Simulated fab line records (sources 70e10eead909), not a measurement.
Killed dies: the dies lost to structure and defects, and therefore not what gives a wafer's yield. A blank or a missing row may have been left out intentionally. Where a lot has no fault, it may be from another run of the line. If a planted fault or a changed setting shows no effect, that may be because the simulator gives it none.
Which tool was responsible? | flow nand_harc | Sampling: 14 lots, 39 wafers, 2 of 1302 route steps

== WHAT EACH GAUGE READ, for each wafer ==
NHARC_A_M1_CD_MEAS_16.
lot  | measured     | on        | cd_nm (nm)
L814 | day 23 05:47 | cd_sem-01 | 120.9 121.3 120.2
L812 | day 23 07:07 | cd_sem-02 | 119.3 119.7 120.2
L816 | day 24 05:52 | cd_sem-03 | 119.9 120.3 121.5
L817 | day 25 06:01 | cd_sem-01 | 119.4 119.5 120.1
L818 | day 25 11:47 | cd_sem-01 | 119.3 118.4 119.4
L819 | day 26 05:56 | cd_sem-02 | 119.5 120.1 120.0
L820 | day 26 18:56 | cd_sem-02 | 120.4 119.6 119.7
L824 | day 27 15:59 | cd_sem-01 | 121.3 120.7 121.8
L829 | day 30 05:50 | cd_sem-01 | 120.2 119.8
L830 | day 30 10:23 | cd_sem-01 | 119.6 119.5
L831 | day 30 17:35 | cd_sem-03 | 120.6 119.9
L832 | day 31 01:25 | cd_sem-01 | 119.2 118.6 119.1
L833 | day 31 16:20 | cd_sem-03 | 119.6 119.6 119.0
L835 | day 32 11:25 | cd_sem-01 | 119.5 119.7 120.4

== WHAT TOOL EACH LOT RAN ON (gives the tool, then ch and the chambers of the sampled wafers, and finally the start) ==
lot  | NHARC_A_M1_ETCH_15
L814 | rie_diel-02 ch 0,1,3, day 23 05:47 or earlier
L812 | rie_diel-02 ch 2,3, day 23 07:07 or earlier
L816 | rie_diel-02 ch 0,2,3, day 24 05:52 or earlier
L817 | rie_diel-03 ch 0,2,3, day 25 06:01 or earlier
L818 | rie_diel-12 ch 0,1,3, day 25 11:47 or earlier
L819 | rie_diel-12 ch 0,1,3, day 26 05:56 or earlier
L820 | rie_diel-02 ch 0,1,3, day 26 18:56 or earlier
L824 | rie_diel-02 ch 0,1,2, day 27 15:59 or earlier
L829 | rie_diel-03 ch 3, day 30 05:50 or earlier
L830 | rie_diel-03 ch 0,3, day 30 10:23 or earlier
L831 | rie_diel-02 ch 0,1, day 30 17:35 or earlier
L832 | rie_diel-12 ch 0,1,2, day 31 01:25 or earlier
L833 | rie_diel-03 ch 0,3, day 31 16:20 or earlier
L835 | rie_diel-03 ch 1,2,3, day 32 11:25 or earlier
- NHARC_A_M1_ETCH_15: etches the open film in C4F8/Ar, target depth 182.5 nm, time 91.2 s.

== WHAT THE TOOLS THEMSELVES READ (means of the sampled wafers that have a number; where no wafer has one, the mark that the record gives instead) ==
NHARC_A_M1_ETCH_15.
lot  | tool        | oes_product_au (a.u.) | rf_vpp_V (V)
L814 | rie_diel-02 | 0.952                 | 439.3
L812 | rie_diel-02 | 0.959                 | 438.2
L816 | rie_diel-02 | 0.916                 | 437.6
L817 | rie_diel-03 | 0.972                 | 441.8
L818 | rie_diel-12 | 0.921                 | 442.9
L819 | rie_diel-12 | 0.928                 | 441.9
L820 | rie_diel-02 | 0.958                 | 439.5
L824 | rie_diel-02 | 0.970                 | 438.7
L829 | rie_diel-03 | 0.958                 | 444.8
L830 | rie_diel-03 | 0.925                 | 440.4
L831 | rie_diel-02 | 0.966                 | 439.9
L832 | rie_diel-12 | 0.963                 | 443.4
L833 | rie_diel-03 | 0.960                 | 442.1
L835 | rie_diel-03 | 0.941                 | 442.1

== THE ANSWER, worked out from the rows above alone ==
Rule: the usual values come from the lots themselves. The widest of any qualifying gaps counts: lots, ordered by their means at a reading, are off when they make up no more than a third of the lots, leave a main group of 4 or more, and stand apart from it by 3 or more times the standard deviation of that group's means. A main group whose means are all the same, to the digits that the tables above print for the reading, isn't used. Also off: a lot with no number at a reading for which 4 or more lots have one. The other lots that the step has rows for count as sound. After the gauges, taken in route order, come the tools' own readings; for these a lot's mean is taken, as printed above. At the first step where some lot is off, the reading lying furthest off is the one used; lots without a number count as furthest.
None of the lots is off at any reading shown; this tells nothing.

== WHAT HAD BEEN PUT IN BY THE SIMULATOR ==
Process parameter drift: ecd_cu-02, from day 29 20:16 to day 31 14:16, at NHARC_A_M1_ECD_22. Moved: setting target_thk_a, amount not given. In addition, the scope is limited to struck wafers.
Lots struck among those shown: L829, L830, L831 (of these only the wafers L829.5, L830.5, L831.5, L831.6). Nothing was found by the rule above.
